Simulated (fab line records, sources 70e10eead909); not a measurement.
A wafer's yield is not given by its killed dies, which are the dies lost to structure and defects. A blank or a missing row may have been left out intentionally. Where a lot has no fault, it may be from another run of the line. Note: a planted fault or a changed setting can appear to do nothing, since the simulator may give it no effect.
Comparing a struck lot with a sound one ; flow nandHarc ; 15 steps out of a route of 1302
Sound: the wafers L603.1, L603.4, L603.5. Wafers struck: L611.1, L611.2, L611.4. Last of all comes the cause.
Each step with rows lists, per side, the tool, then ch with its chambers, then its first start. Under that, the readings that differ: sound wafers ; struck wafers ; difference of the means ; sigmas: that difference in standard deviations of wafers without a fault.
alike: words and numbers the same on both sides, and readings whose means are apart by under 2 such deviations; not compared: readings that were withheld, readings missing a value for some wafer, numbers with overlapping values and no deviation given by the record, and bounds like >300 which may hide the same value.
A row with sigmas, a row that says differs or no value, or rows on one side alone: a step with any of these is where the two part. Numbers that don't overlap but have no deviation are shown without sigmas and don't part them. Lack of a reading on every wafer of one side parts them only where that side has two or more wafers.

first, 4 steps without rows for these wafers: NHARC_THIN_TSV_EBR_08; NHARC_THIN_TSV_EXPOSE_09 (exposes mask TSV); NHARC_THIN_TSV_PEB_10 (peb time 85 s); NHARC_THIN_TSV_DEVELOP_11 (time 70 s).
NHARC_THIN_TSV_CD_MEAS_12: the cd target is 1000 nm.
  sound on cdSem-03 ch 0, day 27 02:07; struck on cdSem-01 ch 0, day 29 15:11
  alike: cdNm
then, 1 step without rows for these wafers: NHARC_THIN_TSV_HARDBAKE_13 (time 80 s).
NHARC_THIN_TSV_DESCUM_14: chemistry O2, time 3 s.
  sound on rieDiel-10 ch 0,3, day 27 02:17; struck on rieDiel-10 ch 1,2,3, day 29 15:21
  alike: drypumpMotorCurrentA, oesProductAu, rfVppV, showerheadPlenumPTorr, throttleValvePct
  not compared: rfHoursCounterH
NHARC_THIN_TSV_ETCH_44: etches the open film in CF4/O2, target depth 1594.2 nm, time 797.1 s.
  sound on rieDiel-10 ch 0,1, day 27 02:32; struck on rieDiel-10 ch 1,2,3, day 29 15:29
  alike: drypumpMotorCurrentA, oesProductAu, rfVppV, showerheadPlenumPTorr, throttleValvePct
  not compared: rfHoursCounterH
NHARC_THIN_TSV_ETCH_15: target depth 3000 nm, bosch target overetch cycles 2, bosch etch step 2.8 s.
  sound on rieSi-05 ch 0,1,3, day 27 03:04; struck on rieSi-06 ch 1,2,3, day 29 16:01
  alike: drypumpMotorCurrentA
  not compared: rfHoursCounterH
NHARC_THIN_TSV_CD_MEAS_16:
  sound on cdSem-02 at day 27 03:13; struck on cdSem-01 at day 29 16:09
  alike: cdNm
NHARC_THIN_TSV_STRIP_45: strips in O2.
  sound on plasmaAsher-02 ch 0,1, day 27 03:17; struck on plasmaAsher-02 ch 0,1, day 29 16:13
  alike: drypumpMotorCurrentA, heaterPowerW
  not compared: rfHoursCounterH
then, 1 step without rows for these wafers: NHARC_THIN_TSV_STRIP_46 (strips in post etch residue remover, time 1200 s).
NHARC_THIN_TSV_DEP_47: deposits SiO2, target thk 200 nm.
  sound on pecvd-04 ch 1,2, day 27 04:09; struck on pecvd-04 ch 1,2, day 29 17:02
  no value came back on the struck wafers for chamberPressureTorr (Torr), flowSccm (sccm), throttleValvePct (%); on the sound wafers chamberPressureTorr (Torr) reads 6.512 6.509 6.511
NHARC_THIN_TSV_ETCHBACK_48: etches the open film in C4F8/Ar, target depth 1028.5 nm, time 405.17 s.
  sound on rieDiel-11 ch 0,3, day 27 04:31; struck on rieDiel-07 ch 0,1,3, day 29 17:28
reading;sound;struck;difference;sigmas
oesProductAu (a.u.);1.00 1.03 1.02;0.92 0.94 0.92;-0.09;-2
  alike: rfVppV
  not compared: rfHoursCounterH
NHARC_END_SORT_01:
  the record has rows for the sound wafers here (prober-02 ch 0, day 27 21:33) and none for the struck ones

## WHERE THEY PART
Last at NHARC_END_SORT_01 as far as this record goes, first at NHARC_THIN_TSV_DEP_47.

WHY: what the simulator had put in
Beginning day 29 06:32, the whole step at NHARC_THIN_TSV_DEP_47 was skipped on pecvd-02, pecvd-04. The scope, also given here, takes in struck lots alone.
